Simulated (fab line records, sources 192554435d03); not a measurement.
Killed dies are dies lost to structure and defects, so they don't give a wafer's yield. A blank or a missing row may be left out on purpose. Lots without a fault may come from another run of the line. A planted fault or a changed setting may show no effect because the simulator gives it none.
fab line records | flow n5_finfet
record lots=7 wafers=39
route steps=1938 shown BEOL_M11@1536 BEOL_M13@1673 BEOL_M14@1762
start_h: hours from the record's first day to the start of the lot's first wafer shown | wait_h: hours since the lot's step before | " the same as in the row above | L1.1+2: a row that stands for several wafers | - no value, or no start given | * or withheld: withheld | < > ~ a bound
route shown NAME@n: a module of which the file shows steps, and the number in the route of the first | usual: mean/standard deviation of fault-free wafers | same: alike in all rows | chamber/n: place in a boat | sites: the reading at each site | _std_site: their standard deviation | _edge_site: outer sites' mean less inner sites' | radius_mm: how far each site lies from the wafer's centre | mask NAME#n: copy n | behind: the tool/chamber that last shaped the wafer | hold: why the lot was held/for how many hours/how that ended | device: the transistor (n, p or np) that didn't switch | end of line: the same wafers' tests at the end of the route | a step without rows: its recipe alone | killed: dies lost to structure and defects at the first sort, not the wafer's yield | map: a wafer's dies, x killed, . not, _ none there
set.NAME: the setting as run; set.NAME@STEP: as run at that earlier step | model.NAME: the simulator's own value behind a step, which no gauge read
lots whose settings were changed on purpose; a table a step, a row a wafer
## steps
# step N5_BEOL_M11_ILD_DEP_00
# recipe material=SiCOH_lowk target_thk_a=3085.1 temp_c=300 precursor=DEMS/porogen pressure_torr=5 rf_w=500 time_s=58
# columns lot.wafer tool chamber start_h wait_h set.target_thk_a model.SiCOH_lowk_of_BEOL_M11_ILD_DEP_00.thk_nm
L077.1 pecvd-04 2 245.23 0.0 3085.1 300.2
L077.2 " 1 " " 3085.1 301.8
L077.3 " 0 " " 3085.1 305
L077.4 " 2 " " 3085.1 304.8
L077.5 " 0 " " 3085.1 308.8
L077.6 " 1 " " 3085.1 305.8
L078.1 pecvd-04 0 251.69 0.0 3085.1 306
L078.2 " 1 " " 3085.1 305
L078.3 " 2 " " 1430 140
L078.4+6 " 1,0 " " 1430 140.6
L078.5 " 2 " " 3085.1 308.8
L079.1 pecvd-04 2 252.39 0.0 3085.1 302.6
L079.2 " 0 " " 3085.1 307.4
L079.3 " 1 " " 3085.1 305.8
L079.4 " 2 " " 1297 126.6
L079.5 " 0 " " 1297 130.6
L079.6 " 1 " " 1297 130
L087.4 pecvd-03 2 308.84 0.1 3085.1 307.6
L087.5 " 0 " " 3085.1 309
L087.6 " 1 " " 3085.1 305.2
L088.1 pecvd-04 2 309.26 0.0 3085.1 303
L088.2+6 " 0,1 " " 3085.1 306.4
L088.3 " 1 " " 3085.1 304.6
L088.4 " 2 " " 3085.1 305
L088.5 " 0 " " 3085.1 310.8
L091.1 pecvd-04 2 318.90 0.0 1466 141
L091.2 " 0 " " 3085.1 302.8
L091.3 " 1 " " 1466 142.4
L091.4 " 1 " " 3085.1 306.8
L091.5 " 0 " " 1466 146.2
L091.6 " 2 " " 3085.1 305.2
L095.1 pecvd-02 1 356.06 0.0 3085.1 313.6
L095.2 " 0 " " 4298 429.2
L095.3 " 2 " " 3085.1 309
L095.4 " 0 " " 4298 432.4
L095.5 " 1 " " 3085.1 316.6
L095.6 " 2 " " 4298 435.4
# step N5_BEOL_M11_CURE_71
# recipe temp_c=385 time_s=240 ambient=He/Ar material=SiCOH_lowk
# columns lot.wafer tool chamber start_h wait_h set.target_thk_a@BEOL_M11_ILD_DEP_00 model.SiCOH_lowk_of_BEOL_M11_ILD_DEP_00.thk_nm
L077.1 uv_cure-02 0 245.75 0.5 3085.1 260.8
L077.2 " 0 " " 3085.1 262
L077.3+4 " 0 " " 3085.1 264.8
L077.5 " 0 " " 3085.1 268.2
L077.6 " 0 " " 3085.1 265.6
L078.1 uv_cure-02 2 251.77 0.0 3085.1 265.8
L078.2 " 2 " " 3085.1 265
L078.3 " 2 " " 1430 120.4
L078.4+6 " 2 " " 1430 121
L078.5 " 2 " " 3085.1 268.2
L079.1 uv_cure-02 0 252.47 0.0 3085.1 262.8
L079.2 " 0 " " 3085.1 267
L079.3 " 0 " " 3085.1 265.6
L079.4 " 0 " " 1297 108.8
L079.5 " 0 " " 1297 112.4
L079.6 " 0 " " 1297 111.8
L088.1 uv_cure-01 2 309.33 0.0 3085.1 263.2
L088.2 " 2 " " 3085.1 266
L088.3 " 2 " " 3085.1 264.6
L088.4 " 2 " " 3085.1 264.8
L088.5 " 2 " " 3085.1 270
L088.6 " 2 " " 3085.1 266.2
L087.4 uv_cure-02 1 309.37 0.5 3085.1 267.2
L087.5 " 1 " " 3085.1 268.4
L087.6 " 1 " " 3085.1 265
L091.1 uv_cure-01 2 318.98 0.0 1466 121.4
L091.2 " 2 " " 3085.1 263
L091.3 " 2 " " 1466 122.4
L091.4 " 2 " " 3085.1 266.4
L091.5 " 2 " " 1466 125.8
L091.6 " 2 " " 3085.1 265.2
L095.1 uv_cure-02 1 356.14 0.0 3085.1 272.4
L095.2 " 1 " " 4298 375.4
L095.3 " 1 " " 3085.1 268.4
L095.4 " 1 " " 4298 378.2
L095.5 " 1 " " 3085.1 275.2
L095.6 " 1 " " 4298 381
# step N5_BEOL_M11_THK_MEAS_01
# recipe reads=SiCOH_lowk_of_BEOL_M11_ILD_DEP_00
# usual M11_ILD_THK=267/3.4
# columns lot.wafer tool chamber start_h wait_h set.target_thk_a@BEOL_M11_ILD_DEP_00 M11_ILD_THK[nm]
L077.1 film_metro-01 - 246.27 0.4 3085.1 261
L077.2 " - " " 3085.1 262
L077.3 " - " " 3085.1 265
L077.4 " - " " 3085.1 265
L077.5 " - " " 3085.1 268
L077.6 " - " " 3085.1 266
L078.1 film_metro-01 - 252.28 0.4 3085.1 266
L078.2 " - " " 3085.1 265
L078.3 " - " " 1430 120
L078.4 " - " " 1430 121
L078.5 " - " " 3085.1 268
L078.6 " - " " 1430 121
L079.1 film_metro-01 - 252.98 0.4 3085.1 263
L079.2 " - " " 3085.1 267
L079.3 " - " " 3085.1 266
L079.4 " - " " 1297 109
L079.5 " - " " 1297 112
L079.6 " - " " 1297 112
L088.1 film_metro-01 - 309.85 0.4 3085.1 263
L088.2 " - " " 3085.1 266
L088.3 " - " " 3085.1 265
L088.4 " - " " 3085.1 265
L088.5 " - " " 3085.1 270
L088.6 " - " " 3085.1 266
L087.4 film_metro-02 - 309.89 0.4 3085.1 267
L087.5 " - " " 3085.1 268
L087.6 " - " " 3085.1 265
L091.1 film_metro-02 - 319.49 0.4 1466 121
L091.2 " - " " 3085.1 263
L091.3 " - " " 1466 123
L091.4 " - " " 3085.1 267
L091.5 " - " " 1466 126
L091.6 " - " " 3085.1 265
L095.1 film_metro-02 - 356.65 0.4 3085.1 272
L095.2 " - " " 4298 375
L095.3 " - " " 3085.1 268
L095.4 " - " " 4298 378
L095.5 " - " " 3085.1 275
L095.6 " - " " 4298 381
# step N5_BEOL_M13_ETCH_59
# recipe chemistry=N2/H2 target=BARC target_depth_a=890 overetch_a=267 time_s=67.9 ion_energy_ev=200 pressure_mtorr=30 source_w=840 bias_w=150 n2_flow_sccm=200 h2_flow_sccm=200
# columns lot.wafer tool chamber start_h wait_h set.time_s model.coat_of_BEOL_M13_COAT_04.thk_nm
L077.1 rie_diel-04 2 259.86 0.0 86.84 297.4
L077.2+4 " 1,0 " " 67.9 316
L077.3 " 3 " " 86.84 300.4
L077.5 " 0 " " 67.9 316.6
L077.6 " 1 " " 86.84 298
L078.1 rie_diel-06 0 269.51 0.0 32.79 350.8
L078.2 " 3 " " 32.79 350.4
L078.3 " 1 " " 67.9 317.8
L078.4 " 2 " " 67.9 314.8
L078.5 " 3 " " 67.9 315
L078.6 " 0 " " 32.79 351
L079.1 rie_diel-03 2 270.14 0.0 87.77 292.6
L079.2 " 1 " " 87.77 298
L079.3 " 0 " " 67.9 312.4
L079.4 " 3 " " 87.77 293.8
L079.5 " 3 " " 67.9 313.6
L079.6 " 2 " " 67.9 311.8
L088.1 rie_diel-06 0 326.28 0.0 67.9 320.8
L088.2 " 3 " " 67.9 319
L088.3 " 1 " " 67.9 320.2
L088.4 " 1 " " 67.9 319.6
L088.5 " 0 " " 67.9 319.4
L088.6 " 3 " " 67.9 319.2
L087.4+6 rie_diel-03 3,0 326.49 0.0 67.9 314.4
L087.5 " 2 " " 67.9 314.6
L091.1+2 rie_diel-04 3,2 331.65 0.0 92.17 295.2
L091.3 " 1 " " 67.9 317
L091.4 " 0 " " 67.9 315.6
L091.5 " 0 " " 92.17 294
L091.6 " 3 " " 67.9 319.2
L095.1 rie_diel-06 0 370.51 0.0 67.9 319.8
L095.2 " 2 " " 67.9 316.6
L095.3 " 3 " " 67.9 319.6
L095.4 " 1 " " 67.9 318.2
L095.5 " 3 " " 67.9 318
L095.6 " 2 " " 67.9 316.2
# step N5_BEOL_M13_VIA_ETCH_16
# recipe chemistry=C4F8/O2/Ar target=SiOC pressure_mtorr=30 source_w=3000 bias_w=700 Ar_flow_sccm=400 C4F8_flow_sccm=15 O2_flow_sccm=8 he_inner_torr=15 he_outer_torr=30 target_depth_a=9217 time_s=withheld ion_energy_ev=250 ends=cleared
# columns lot.wafer tool chamber start_h wait_h set.time_s@BEOL_M13_ETCH_59 model.coat_of_BEOL_M13_COAT_04.thk_nm
L077.1 rie_diel-04 2 259.91 0.0 * 52.2
L077.2 " 1 " " * 73.2
L077.3 " 3 " " * 58
L077.4 " 0 " " * 69.8
L077.5 " 0 " " * 70.8
L077.6 " 1 " " * 53.6
L078.1 rie_diel-06 0 269.56 0.0 * 107.6
L078.2 " 3 " " * 101.8
L078.3 " 1 " " * 70
L078.4 " 2 " " * 65.2
L078.5 " 3 " " * 65.8
L078.6 " 0 " " * 100.6
L079.1 rie_diel-03 2 270.19 0.0 * 51.2
L079.2 " 1 " " * 54
L079.3+5 " 0,3 " " * 66.8
L079.4 " 3 " " * 45.4
L079.6 " 2 " " * 60.2
L088.1 rie_diel-06 0 326.33 0.0 * 78.2
L088.2 " 3 " " * 71.4
L088.3 " 1 " " * 74.2
L088.4 " 1 " " * 72.8
L088.5 " 0 " " * 69.6
L088.6 " 3 " " * 70.8
L087.4 rie_diel-03 3 326.63 0.1 * 68.2
L087.5 " 2 " " * 67.4
L087.6 " 0 " " * 69.6
L091.1 rie_diel-04 3 331.70 0.0 * 49.8
L091.2 " 2 " " * 53.4
L091.3 " 1 " " * 74.8
L091.4 " 0 " " * 67.2
L091.5 " 0 " " * 43.6
L091.6 " 3 " " * 74.4
L095.1 rie_diel-06 0 370.56 0.0 * 74.6
L095.2 " 2 " " * 72.4
L095.3 " 3 " " * 76.8
L095.4 " 1 " " * 71.2
L095.5 " 3 " " * 71
L095.6 " 2 " " * 67.6
# step N5_BEOL_M13_STRIP_63
# recipe chemistry=N2/H2 power_w=1000 temp_c=250 h2_frac=0.65 overash_fraction=0.3 pressure_mtorr=1000 n2_flow_sccm=1750 h2_flow_sccm=3250
# usual strip_time_to_endpoint_s=28.0/1.1
# columns lot.wafer tool chamber start_h wait_h set.time_s@BEOL_M13_ETCH_59 strip_time_to_endpoint_s
L077.1 plasma_asher-01 1 260.15 - 86.84 22.3
L077.2 " 0 " " 67.9 28.6
L077.3 " 1 " " 86.84 24.1
L077.4 " 0 " " 67.9 27.6
L077.5 " 1 " " 67.9 27.9
L077.6 " 0 " " 86.84 22.7
L078.1 plasma_asher-01 0 269.80 - 32.79 38.3
L078.2 " 1 " " 32.79 36.7
L078.3 " 0 " " 67.9 27.7
L078.4 " 1 " " 67.9 26.2
L078.5 " 0 " " 67.9 26.4
L078.6 " 1 " " 32.79 36.4
L079.1 plasma_asher-01 1 270.43 - 87.77 22.0
L079.2 " 0 " " 87.77 22.8
L079.3 " 1 " " 67.9 26.7
L079.4 " 0 " " 87.77 20.2
L079.5 " 0 " " 67.9 26.7
L079.6 " 1 " " 67.9 24.7
L088.1 plasma_asher-02 0 326.56 - 67.9 30.1
L088.2 " 1 " " 67.9 28.1
L088.3 " 1 " " 67.9 28.9
L088.4 " 0 " " 67.9 28.5
L088.5 " 0 " " 67.9 27.6
L088.6 " 1 " " 67.9 27.9
L087.4 plasma_asher-02 1 326.78 - 67.9 27.2
L087.5 " 1 " " 67.9 26.9
L087.6 " 0 " " 67.9 27.5
L091.1 plasma_asher-01 0 331.94 - 92.17 21.5
L091.2 " 1 " " 92.17 22.7
L091.3 " 0 " " 67.9 29.0
L091.4 " 1 " " 67.9 26.9
L091.5 " 0 " " 92.17 19.6
L091.6 " 1 " " 67.9 29.0
L095.1 plasma_asher-02 1 370.80 - 67.9 29.0
L095.2 " 0 " " 67.9 28.4
L095.3 " 0 " " 67.9 29.7
L095.4 " 1 " " 67.9 28.0
L095.5 " 0 " " 67.9 27.9
L095.6 " 1 " " 67.9 27.0
# step N5_BEOL_M13_STRIP_64
# recipe chemistry=N2/H2 power_w=1000 temp_c=250 h2_frac=0.65 overash_fraction=0.3 pressure_mtorr=withheld n2_flow_sccm=1750 h2_flow_sccm=3250
# step N5_BEOL_M13_STRIP_71
# recipe chemistry=post_etch_residue_remover time_s=60 temp_c=25 remover_ph=withheld remover_water_wt_pct=withheld remover_fluoride_wt_pct=withheld
# step N5_BEOL_M13_SRD_72
# recipe time_s=30 temp_c=23 rinse_liquid=diw dry=n2_spin spin_rpm=1500 dry_time_s=30
# step N5_BEOL_M13_CD_MEAS_17
# recipe target_cd_nm=190 polarity=opening
# usual cd_nm=189.6/1.6
# columns lot.wafer tool chamber start_h wait_h set.time_s@BEOL_M13_ETCH_59 cd_nm
L077.1 cd_sem-01 - 260.36 0.0 86.84 193.6
L077.2 " - " " 67.9 188.9
L077.3 " - " " 86.84 193.1
L077.4 " - " " 67.9 188.9
L077.5 " - " " 67.9 190.5
L077.6 " - " " 86.84 194.0
L078.1 cd_sem-03 - 270.01 0.0 32.79 182.3
L078.2 " - " " 32.79 181.7
L078.3 " - " " 67.9 189.9
L078.4 " - " " 67.9 190.1
L078.5 " - " " 67.9 186.9
L078.6 " - " " 32.79 183.6
L079.1 cd_sem-03 - 270.64 0.0 87.77 193.4
L079.2 " - " " 87.77 193.2
L079.3 " - " " 67.9 190.6
L079.4 " - " " 87.77 193.2
L079.5 " - " " 67.9 189.1
L079.6 " - " " 67.9 191.0
L088.1 cd_sem-02 - 326.77 0.0 67.9 188.2
L088.2 " - " " 67.9 186.8
L088.3 " - " " 67.9 187.9
L088.4 " - " " 67.9 189.0
L088.5 " - " " 67.9 187.3
L088.6 " - " " 67.9 188.4
L087.4 cd_sem-02 - 326.97 0.0 67.9 188.7
L087.5 " - " " 67.9 188.6
L087.6 " - " " 67.9 189.8
L091.1 cd_sem-01 - 332.15 0.0 92.17 195.4
L091.2 " - " " 92.17 196.4
L091.3 " - " " 67.9 191.0
L091.4 " - " " 67.9 193.5
L091.5 " - " " 92.17 196.7
L091.6 " - " " 67.9 189.8
L095.1 cd_sem-02 - 371.00 0.0 67.9 186.9
L095.2 " - " " 67.9 189.5
L095.3 " - " " 67.9 187.5
L095.4 " - " " 67.9 189.0
L095.5 " - " " 67.9 188.4
L095.6 " - " " 67.9 191.7
# step N5_BEOL_M14_SPUTTER_43
# recipe material=TaN target_thk_a=150 temp_c=50 bias_v=168.6 power_w=15000 chamber_pressure_pa=0.12 time_s=24.19
# columns lot.wafer tool chamber start_h wait_h set.time_s model.TaN_of_BEOL_M14_SPUTTER_43.thk_nm
L077.1+4+6 pvd_sputter-03 - 274.60 0.0 24.19 15
L077.2+3+5 " - " " 24.19 14.8
L078.1+2+4+5 pvd_sputter-03 - 279.59 0.0 24.19 14.8
L078.3 " - " " 24.19 15.2
L078.6 " - " " 24.19 15
L079.1+3+5 pvd_sputter-02 - 279.72 0.0 24.19 15
L079.2+6 " - " " 37.38 23.2
L079.4 " - " " 37.38 23.4
L088.1 pvd_sputter-03 - 340.33 0.0 24.19 14.8
L088.2+5+6 " - " " 15.91 9.8
L088.3+4 " - " " 24.19 15
L087.4 pvd_sputter-03 - 342.80 0.0 24.19 14.6
L087.5 " - " " 24.19 15
L087.6 " - " " 24.19 14.8
L091.1 pvd_sputter-01 - 342.80 0.0 24.19 15
L091.2+4 " - " " 24.19 15.2
L091.3 " - " " 38.17 24.2
L091.5 " - " " 38.17 24
L091.6 " - " " 38.17 23.8
L095.1+6 pvd_sputter-03 - 377.67 0.0 24.19 15
L095.2+3 " - " " 38.09 23.8
L095.4 " - " " 38.09 23.6
L095.5 " - " " 24.19 15.2
# step N5_BEOL_M14_SPUTTER_44
# recipe material=Ta target_thk_a=150 temp_c=50 bias_v=80 power_w=15000 chamber_pressure_pa=0.07 time_s=24.19
# step N5_BEOL_M14_SPUTTER_45
# recipe material=Cu target_thk_a=1000 temp_c=-20 bias_v=60 power_w=26000 chamber_pressure_pa=0.13 time_s=16.67
# step N5_BEOL_M14_ECD_47
# recipe material=Cu target_thk_a=12480
# step N5_BEOL_M14_ANNEAL_48
# recipe temp_c=225 time_s=90 ambient=N2
# step N5_BEOL_M14_CMP_49
# recipe stop_on=SiO2 t_overpolish_s=5.2 down_force_psi=2 platen_rpm=80 clearing_platen_down_force_psi=2 clearing_platen_rpm=80 post_cmp_clean=cu_alkaline target_thk_nm=560 clearing_platen_pad_velocity_m_s=1.5917 pad_velocity_m_s=1.5917
# usual barrier_field_endpoint_s=11.45/0.23
# columns lot.wafer tool chamber start_h wait_h set.time_s@BEOL_M14_SPUTTER_43 barrier_field_endpoint_s
L077.4 cmp-01 1 275.92 0.1 24.19 11.48
L077.2 " 2 " " 24.19 11.47
L077.1 " 3 " " 24.19 11.57
L077.3 " 0 " " 24.19 11.45
L077.5 " 1 " " 24.19 11.77
L077.6 " 2 " " 24.19 11.67
L078.3 cmp-04 3 280.36 0.2 24.19 11.50
L078.4 " 0 " " 24.19 11.02
L078.1 " 1 " " 24.19 11.41
L078.2 " 2 " " 24.19 11.74
L078.5 " 3 " " 24.19 11.48
L078.6 " 0 " " 24.19 11.05
L079.2 cmp-02 0 280.50 0.2 37.38 14.72
L079.1 " 1 " " 24.19 11.16
L079.4 " 2 " " 37.38 14.69
L079.3 " 3 " " 24.19 11.34
L079.6 " 0 " " 37.38 15.03
L079.5 " 1 " " 24.19 11.20
L088.2 cmp-02 1 341.10 0.2 15.91 9.18
L088.1 " 2 " " 24.19 11.41
L088.4 " 3 " " 24.19 11.03
L088.3 " 0 " " 24.19 10.97
L088.5 " 1 " " 15.91 9.35
L088.6 " 2 " " 15.91 9.37
L091.3 cmp-02 1 343.56 0.2 38.17 14.78
L091.1 " 2 " " 24.19 11.67
L091.4 " 3 " " 24.19 11.16
L091.2 " 0 " " 24.19 11.33
L091.5 " 1 " " 38.17 14.37
L091.6 " 2 " " 38.17 14.51
L087.4 cmp-04 0 343.64 0.2 24.19 11.72
L087.5 " 2 " " 24.19 11.79
L087.6 " 3 " " 24.19 11.78
L095.2 cmp-04 0 378.43 0.2 38.09 14.93
L095.1 " 1 " " 24.19 11.92
L095.4 " 2 " " 38.09 15.23
L095.3 " 3 " " 38.09 14.98
L095.6 " 0 " " 24.19 11.92
L095.5 " 1 " " 24.19 11.79
## key
split step=N5_BEOL_M11_ILD_DEP_00 setting=target_thk_a stated=3085.1 by=wafer
response step=N5_BEOL_M11_ILD_DEP_00 reading=model.SiCOH_lowk_of_BEOL_M11_ILD_DEP_00.thk_nm change=+3.07 per=1% r=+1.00
response step=N5_BEOL_M11_CURE_71 reading=model.SiCOH_lowk_of_BEOL_M11_ILD_DEP_00.thk_nm change=+2.69 per=1% r=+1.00
response step=N5_BEOL_M11_THK_MEAS_01 reading=M11_ILD_THK change=+2.69 per=1% r=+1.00
split step=N5_BEOL_M13_ETCH_59 setting=time_s stated=67.9 by=wafer
response step=N5_BEOL_M13_ETCH_59 reading=model.coat_of_BEOL_M13_COAT_04.thk_nm change=-0.648 per=1% r=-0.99
response step=N5_BEOL_M13_VIA_ETCH_16 reading=model.coat_of_BEOL_M13_COAT_04.thk_nm change=-0.643 per=1% r=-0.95
response step=N5_BEOL_M13_STRIP_63 reading=strip_time_to_endpoint_s change=* per=1% r=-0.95
response step=N5_BEOL_M13_CD_MEAS_17 reading=cd_nm change=+0.126 per=1% r=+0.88
split step=N5_BEOL_M14_SPUTTER_43 setting=time_s stated=24.19 by=wafer
response step=N5_BEOL_M14_SPUTTER_43 reading=model.TaN_of_BEOL_M14_SPUTTER_43.thk_nm change=+0.152 per=1% r=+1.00
response step=N5_BEOL_M14_CMP_49 reading=barrier_field_endpoint_s change=+0.0578 per=1% r=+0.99
